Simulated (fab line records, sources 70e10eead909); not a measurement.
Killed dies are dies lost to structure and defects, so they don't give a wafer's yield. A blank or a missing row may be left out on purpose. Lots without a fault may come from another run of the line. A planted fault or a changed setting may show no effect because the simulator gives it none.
Which tool did it? | flow nand_harc | 12 lots, 36 wafers sampled, at 5 steps of a route of 1159

WHAT THE GAUGES READ, wafer by wafer
NHARC_P_M2_THK_MEAS_24: measures by xrf. Usual: thk_nm 144.5 nm, standard deviation 1.6.
lot  | measured     | on            | thk_nm (nm)       | flag
L936 | day 6 05:48  | film_metro-01 | 143.6 143.9 146.2 |
L937 | day 6 07:01  | film_metro-01 | 146.8 145.7 144.1 |
L939 | day 6 22:31  | film_metro-02 | 143.1 143.0 144.8 |
L938 | day 6 23:13  | film_metro-01 | 148.1 144.7 146.4 |
L940 | day 7 00:35  | film_metro-02 | 141.7 140.6 143.6 |
L941 | day 7 12:05  | film_metro-02 | 141.6 144.2 142.0 |
L942 | day 7 11:59  | film_metro-02 | 146.8 145.6 143.5 |
L949 | day 9 19:43  | film_metro-02 | 144.4 146.5 146.1 |
L951 | day 9 21:16  | film_metro-02 | 145.3 142.1 144.0 |
L950 | day 10 02:25 | film_metro-01 | 145.2 142.5 144.6 |
L956 | day 11 08:56 | film_metro-01 | 145.4 141.1 144.3 |
L958 | day 11 15:12 | film_metro-01 | 145.3 142.9 143.4 |

NHARC_END_SORT_01. Usual: defect_limited_yield 95.6 %, standard deviation 1.4; killed_at_array 26, standard deviation 9; killed_at_other 0.8, standard deviation 1.2; killed_at_periphery 3.2, standard deviation 2.3; killed_dies 30, standard deviation 9.1; killed_open 3.5, standard deviation 2; killed_short 1.8, standard deviation 1.4; sort_bin_2_pct 1.4 %, standard deviation 0.59; sort_bin_3_pct 0.25 %, standard deviation 0.22; sort_bin_4_pct 2.8 %, standard deviation 0.91; sort_n_pass 647, standard deviation 9.1; sort_rim_yield_pct 95.4 %, standard deviation 3; sort_yield_pct 95.6 %, standard deviation 1.4.
lot  | measured     | on        | defect_limited_yield (%) | killed_at_array | killed_at_other | killed_at_periphery | killed_dies | killed_open | killed_short | sort_bin_2_pct (%) | sort_bin_3_pct (%) | sort_bin_4_pct (%) | sort_n_pass | sort_rim_yield_pct (%) | sort_yield_pct (%) | flag
L942 | day 20 15:22 | prober-02 | 97.8 95.0 96.3           | 13 29 19        | 0 1 0           | 2 4 6               | 15 34 25    | 3 3 3       | 1 6 0        | 0.3 1.3 0.9        | 0.44 0.15 0.59     | 1.5 3.5 2.2        | 662 643 652 | 96.2 92.5 93.4         | 97.8 95.0 96.3     |
L949 | day 22 11:40 | prober-01 | 94.7 93.5 94.1           | 35 43 40        | 0 0 0           | 1 1 0               | 36 44 40    | 3 2 2       | 1 2 1        | 2.1 2.1 1.8        | 0 0.15 0.59        | 3.2 4.3 3.5        | 641 633 637 | 96.2 91.5 93.4         | 94.7 93.5 94.1     |
L951 | day 23 04:27 | prober-02 | 97.5 97.8 97.6           | 15 9 13         | 0 0 1           | 2 6 2               | 17 15 16    | 7 1 2       | 2 2 3        | 0.4 1.0 0.4        | 0 0.15 0.30        | 2.1 1.0 1.6        | 660 662 661 | 98.1 99.1 97.2         | 97.5 97.8 97.6     |
L950 | day 22 17:58 | prober-01 | 93.4 94.1 93.5           | 42 38 42        | 1 0 0           | 2 2 2               | 45 40 44    | 4 2 5       | 2 4 1        | 1.9 1.6 1.5        | 1.03 0.74 0.30     | 3.7 3.5 4.7        | 632 637 633 | 95.3 96.2 96.2         | 93.4 94.1 93.5     |

WHICH TOOL RAN EACH LOT (tool, then ch and the chambers of the sampled wafers, then the start)
lot  | NHARC_P_M1_PRE_CLEAN_30                 | NHARC_P_M1_PVD_21                       | NHARC_P_M2_ETCH_15
L936 | pvd_sputter-03, day 6 03:34 or earlier  | pvd_sputter-03, day 6 03:34 or earlier  | rie_diel-09 ch 0,1,2, day 6 03:34
L937 | pvd_sputter-01, day 6 04:40 or earlier  | pvd_sputter-01, day 6 04:40 or earlier  | rie_diel-02 ch 0,1, day 6 04:40
L939 | pvd_sputter-03, day 6 20:12 or earlier  | pvd_sputter-03, day 6 20:12 or earlier  | rie_diel-05 ch 1,2, day 6 20:12
L938 | pvd_sputter-02, day 6 20:31 or earlier  | pvd_sputter-02, day 6 20:31 or earlier  | rie_diel-09 ch 0,1,2, day 6 20:31
L940 | pvd_sputter-03, day 6 22:18 or earlier  | pvd_sputter-03, day 6 22:18 or earlier  | rie_diel-02 ch 0,1,2, day 6 22:18
L941 | pvd_sputter-01, day 7 09:44 or earlier  | pvd_sputter-01, day 7 09:44 or earlier  | rie_diel-09 ch 0,1, day 7 09:44
L942 | pvd_sputter-02, day 7 09:41 or earlier  | pvd_sputter-02, day 7 09:41 or earlier  | rie_diel-05 ch 1,2,3, day 7 09:41
L949 | pvd_sputter-01, day 9 17:27 or earlier  | pvd_sputter-01, day 9 17:27 or earlier  | rie_diel-05 ch 0,2,3, day 9 17:27
L951 | pvd_sputter-01, day 9 18:59 or earlier  | pvd_sputter-01, day 9 18:59 or earlier  | rie_diel-05 ch 0,1,3, day 9 18:59
L950 | pvd_sputter-03, day 10 00:09 or earlier | pvd_sputter-03, day 10 00:09 or earlier | rie_diel-05 ch 0,3, day 10 00:09
L956 | pvd_sputter-01, day 11 06:42 or earlier | pvd_sputter-01, day 11 06:42 or earlier | rie_diel-09 ch 0,2,3, day 11 06:42
L958 | pvd_sputter-03, day 11 11:27 or earlier | pvd_sputter-03, day 11 11:27 or earlier | rie_diel-02 ch 0,1, day 11 11:27
- NHARC_P_M1_PRE_CLEAN_30: time 30 s.
- NHARC_P_M1_PVD_21: deposits Cu, target thk 30 nm, time 20.49 s.
- NHARC_P_M2_ETCH_15: etches the open film in C4F8/Ar, target depth 182.5 nm, time 91.2 s.

WHAT THE TOOLS THEMSELVES READ (means of the sampled wafers that have a number; where no wafer has one, the mark that the record gives instead)
NHARC_P_M1_PRE_CLEAN_30. Usual: heater_power_w 418 W, standard deviation 41.
lot  | tool           | heater_power_w (W) | flag
L936 | pvd_sputter-03 | 424                |
L937 | pvd_sputter-01 | 408                |
L939 | pvd_sputter-03 | 397                |
L938 | pvd_sputter-02 | 407                |
L940 | pvd_sputter-03 | 399                |
L941 | pvd_sputter-01 | 407                |
L942 | pvd_sputter-02 | 391                |
L949 | pvd_sputter-01 | 371                |
L951 | pvd_sputter-01 | 474                |
L950 | pvd_sputter-03 | 427                |
L956 | pvd_sputter-01 | 401                |
L958 | pvd_sputter-03 | 395                |

NHARC_P_M1_PVD_21. Usual: throttle_valve_pct 30.3 %, standard deviation 0.83.
lot  | tool           | throttle_valve_pct (%) | flag
L936 | pvd_sputter-03 | 30.8                   |
L937 | pvd_sputter-01 | 30.0                   |
L939 | pvd_sputter-03 | 30.1                   |
L938 | pvd_sputter-02 | 30.0                   |
L940 | pvd_sputter-03 | 30.5                   |
L941 | pvd_sputter-01 | 29.9                   |
L942 | pvd_sputter-02 | 29.8                   |
L949 | pvd_sputter-01 | 29.2                   |
L951 | pvd_sputter-01 | 29.8                   |
L950 | pvd_sputter-03 | 30.8                   |
L956 | pvd_sputter-01 | 30.0                   |
L958 | pvd_sputter-03 | 30.6                   |

NHARC_P_M2_ETCH_15. Usual: oes_product_au 0.944 a.u., standard deviation 0.024; rf_vpp_V 441.6 V, standard deviation 2.8; run_length_s 112.6 s, standard deviation 0.38.
lot  | tool        | oes_product_au (a.u.) | rf_vpp_V (V) | run_length_s (s) | flag
L936 | rie_diel-09 | 0.924                 | 442.5        | 112.9            |
L937 | rie_diel-02 | 0.916                 | 439.0        | 112.7            |
L939 | rie_diel-05 | 0.972                 | 440.0        | 112.7            |
L938 | rie_diel-09 | 0.926                 | 443.8        | 112.9            |
L940 | rie_diel-02 | 0.922                 | 441.9        | 112.8            |
L941 | rie_diel-09 | 0.924                 | 443.0        | 112.9            |
L942 | rie_diel-05 | 0.926                 | 440.1        | 112.7            |
L949 | rie_diel-05 | 0.966                 | 441.9        | 104.9            | OFF
L951 | rie_diel-05 | 0.974                 | 442.6        | 105.5            | OFF
L950 | rie_diel-05 | 0.970                 | 441.4        | 104.8            | OFF
L956 | rie_diel-09 | 0.922                 | 442.5        | 112.5            |
L958 | rie_diel-02 | 0.920                 | 441.3        | 112.7            |

THE ANSWER, worked out from the rows above alone
Rule: a lot is off if the mean of its wafers that have a number lies more than 3 standard deviations from the usual mean. A lot without any number at a reading at which 4 lots or more have one is off too. The other lots that the step has rows for count as sound. The gauges are gone through in route order, then the tools' own readings, and for those a lot's mean is taken as printed above. The first step at which some lot is off is used, and at that step the reading that is off furthest; a lot without a number counts as furthest.
Off: L949, L951, L950, at NHARC_P_M2_ETCH_15 (run_length_s).
A tool fits if, at that step or a process step before it, it ran every lot that is off, and no sound lot after the first of them. NHARC_P_M1_PRE_CLEAN_30 gives no start for some lots, so the hours and the order of its lots are those of NHARC_P_M2_ETCH_15. NHARC_P_M1_PVD_21 gives no start for some lots, so the hours and the order of its lots are those of NHARC_P_M2_ETCH_15. One fits: rie_diel-05 at NHARC_P_M2_ETCH_15. Its last sound lot is L942 (day 7 09:41), its first lot that is off L949 (day 9 17:27): a fault that began between those two fits.
The tool's own readings at NHARC_P_M2_ETCH_15 bear it out: on the lots that are off they differ by more than 5 times the standard deviation of the sound lots' means. run_length_s reads 105.1 s there against 112.8 s on the sound lots.

WHAT THE SIMULATOR HAD PUT IN
Process parameter drift: rie_diel-05, from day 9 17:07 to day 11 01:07, at NHARC_P_M2_ETCH_15. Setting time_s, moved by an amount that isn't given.
Lots struck among those shown: L949, L951, L950. The rule above found the same.
